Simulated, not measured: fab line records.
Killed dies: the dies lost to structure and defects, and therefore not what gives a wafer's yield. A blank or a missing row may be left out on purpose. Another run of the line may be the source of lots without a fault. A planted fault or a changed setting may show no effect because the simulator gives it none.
Which tool is to blame? | flow n5_finfet | 33 wafers from 11 lots sampled at 4 of the route's 1938 steps

== WHAT THE GAUGES SHOWED, per wafer ==
N5_BEOL_M7_THK_MEAS_01. Usual: M7_ILD_THK typically reads 154.2 nm, with standard deviation 1.9.
lot  | measured     | on            | M7_ILD_THK (nm)   | flag
L149 | day 9 22:47  | film_metro-02 | 152.0 154.6 154.9 |
L151 | day 10 11:20 | film_metro-02 | 151.4 153.5 156.0 |
L152 | day 11 08:41 | film_metro-02 | 155.3 158.8 157.1 |
L156 | day 11 10:54 | film_metro-01 | 151.4 155.7 154.3 |
L153 | day 11 11:39 | film_metro-02 | 150.3 154.3 153.6 |
L155 | day 11 16:20 | film_metro-01 | 153.3 153.1 155.5 |
L161 | day 13 10:16 | film_metro-02 | 179.0 181.6 181.3 | OFF
L162 | day 13 14:16 | film_metro-01 | 154.9 153.7 157.5 |
L165 | day 14 09:14 | film_metro-02 | 153.7 156.2 157.5 |
L168 | day 14 17:05 | film_metro-02 | 150.3 152.7 154.1 |
L172 | day 16 10:17 | film_metro-01 | 152.5 151.7 152.3 |

== WHICH TOOL RAN EACH LOT (tool, then ch and the chambers of the sampled wafers, then the start) ==
lot  | N5_BEOL_M6_ANNEAL_51             | N5_BEOL_M6_DEP_56               | N5_BEOL_M7_ILD_DEP_00
L149 | rtp_anneal-02 ch 0, day 9 21:25  | pecvd-04 ch 0,1, day 9 22:04    | pecvd-03 ch 0,1, day 9 22:11
L151 | rtp_anneal-01 ch 0, day 10 10:00 | pecvd-04 ch 0,1,2, day 10 10:36 | pecvd-03 ch 0,1, day 10 10:44
L152 | rtp_anneal-02 ch 0, day 11 07:01 | pecvd-01 ch 0,2, day 11 07:58   | pecvd-01 ch 0,1, day 11 08:06
L156 | rtp_anneal-02 ch 0, day 11 09:31 | pecvd-04 ch 0,1,2, day 11 10:10 | pecvd-03 ch 0,1, day 11 10:18
L153 | rtp_anneal-02 ch 0, day 11 09:47 | pecvd-01 ch 0,1, day 11 10:26   | pecvd-03 ch 0, day 11 10:34
L155 | rtp_anneal-01 ch 0, day 11 14:59 | pecvd-03 ch 0,1, day 11 15:36   | pecvd-02 ch 0,1, day 11 15:45
L161 | rtp_anneal-01 ch 0, day 13 08:53 | pecvd-01 ch 0,2, day 13 09:33   | pecvd-02 ch 0,1,2, day 13 09:41
L162 | rtp_anneal-02 ch 0, day 13 12:50 | pecvd-03 ch 1,2, day 13 13:23   | pecvd-01 ch 0,1,2, day 13 13:32
L165 | rtp_anneal-02 ch 0, day 14 07:17 | pecvd-01 ch 0,1, day 14 08:02   | pecvd-01 ch 0,1, day 14 08:10
L168 | rtp_anneal-02 ch 0, day 14 15:46 | pecvd-04 ch 1,2, day 14 16:22   | pecvd-03 ch 0,2, day 14 16:30
L172 | rtp_anneal-02 ch 0, day 16 08:48 | pecvd-04 ch 1,2, day 16 09:35   | pecvd-03 ch 0,2, day 16 09:43
- N5_BEOL_M6_ANNEAL_51: time 90 s.
- N5_BEOL_M6_DEP_56: deposits SiCN from 3MS/NH3, target thk 10 nm, time 17.5 s.
- N5_BEOL_M7_ILD_DEP_00: deposits SiCOH lowk from DEMS/porogen, target thk 179.75 nm, time 33.4 s.

== AS READ BY THE TOOLS THEMSELVES (means over the sampled wafers that have a number; for cases with no such wafer, the mark the record gives instead) ==
N5_BEOL_M6_ANNEAL_51. Usual: 225.70 for wafer_temp_C_max, sd 0.18.
lot  | tool          | wafer_temp_C_max | flag
L149 | rtp_anneal-02 | 225.68           |
L151 | rtp_anneal-01 | 225.70           |
L152 | rtp_anneal-02 | 225.93           |
L156 | rtp_anneal-02 | 225.70           |
L153 | rtp_anneal-02 | 225.85           |
L155 | rtp_anneal-01 | 225.62           |
L161 | rtp_anneal-01 | 225.78           |
L162 | rtp_anneal-02 | 225.90           |
L165 | rtp_anneal-02 | 225.63           |
L168 | rtp_anneal-02 | 225.91           |
L172 | rtp_anneal-02 | 225.85           |

N5_BEOL_M6_DEP_56. Usual: showerhead_plenum_p_Torr 3.661 Torr, standard deviation 0.012; showerhead_vpp_V 866 V, standard deviation 41; throttle_valve_pct 9.2 %, standard deviation 0.6.
lot  | tool     | showerhead_plenum_p_Torr (Torr) | showerhead_vpp_V (V) | throttle_valve_pct (%) | flag
L149 | pecvd-04 | 3.662                           | 894                  | 9.0                    |
L151 | pecvd-04 | 3.666                           | 868                  | 9.1                    |
L152 | pecvd-01 | 3.678                           | 892                  | 8.8                    |
L156 | pecvd-04 | 3.660                           | 861                  | 9.1                    |
L153 | pecvd-01 | 3.655                           | 864                  | 9.7                    |
L155 | pecvd-03 | 3.656                           | 866                  | 9.1                    |
L161 | pecvd-01 | 3.663                           | 889                  | 9.1                    |
L162 | pecvd-03 | 3.647                           | 838                  | 8.8                    |
L165 | pecvd-01 | 3.662                           | 868                  | 9.4                    |
L168 | pecvd-04 | 3.660                           | 863                  | 9.0                    |
L172 | pecvd-04 | 3.666                           | 868                  | 9.1                    |

N5_BEOL_M7_ILD_DEP_00. Usual: heater_power_outer_w 127 W, standard deviation 32; heater_power_w 291 W, standard deviation 32; showerhead_plenum_p_Torr 5.735 Torr, standard deviation 0.012; showerhead_vpp_V 1371 V, standard deviation 44; throttle_valve_pct 13.9 %, standard deviation 0.71.
lot  | tool     | heater_power_outer_w (W) | heater_power_w (W) | showerhead_plenum_p_Torr (Torr) | showerhead_vpp_V (V) | throttle_valve_pct (%) | flag
L149 | pecvd-03 | 102                      | 284                | 5.743                           | 1373                 | 14.1                   |
L151 | pecvd-03 | 102                      | 272                | 5.732                           | 1371                 | 13.7                   |
L152 | pecvd-01 | 121                      | 279                | 5.735                           | 1371                 | 14.7                   |
L156 | pecvd-03 | 107                      | 283                | 5.731                           | 1370                 | 14.0                   |
L153 | pecvd-03 | 114                      | 307                | 5.740                           | 1392                 | 14.2                   |
L155 | pecvd-02 | 152                      | 296                | 5.739                           | 1368                 | 13.5                   |
L161 | pecvd-02 | 153                      | 303                | 5.739                           | 1375                 | 13.6                   |
L162 | pecvd-01 | 126                      | 291                | 5.733                           | 1383                 | 14.4                   |
L165 | pecvd-01 | 104                      | 273                | 5.726                           | 1347                 | 15.3                   |
L168 | pecvd-03 | 84                       | 271                | 5.713                           | 1332                 | 13.9                   |
L172 | pecvd-03 | 99                       | 280                | 5.732                           | 1370                 | 14.3                   |

== THE ANSWER, worked out from the rows above alone ==
Rule: take the mean of a lot's wafers that have a number; if it is more than 3 standard deviations from the usual mean, the lot is off. A lot without any number at a reading at which 4 lots or more have one is off too. All remaining lots with rows at the step are treated as sound. After the gauges, taken in route order, come the tools' own readings; for these a lot's mean is taken, as printed above. The first step at which some lot is off is used, and at that step the reading that is off furthest; a lot without a number counts as furthest.
Off: L161, at N5_BEOL_M7_THK_MEAS_01 (M7_ILD_THK).
A tool fits if, at a process step before that reading, it ran every lot that is off, and no sound lot after the first of them. The gauges at N5_BEOL_M7_THK_MEAS_01 are tried like those tools. 2 tools fit, rtp_anneal-01 at N5_BEOL_M6_ANNEAL_51 and pecvd-02 at N5_BEOL_M7_ILD_DEP_00, so this cannot tell which one it is.

== WHAT THE SIMULATOR PUT IN ==
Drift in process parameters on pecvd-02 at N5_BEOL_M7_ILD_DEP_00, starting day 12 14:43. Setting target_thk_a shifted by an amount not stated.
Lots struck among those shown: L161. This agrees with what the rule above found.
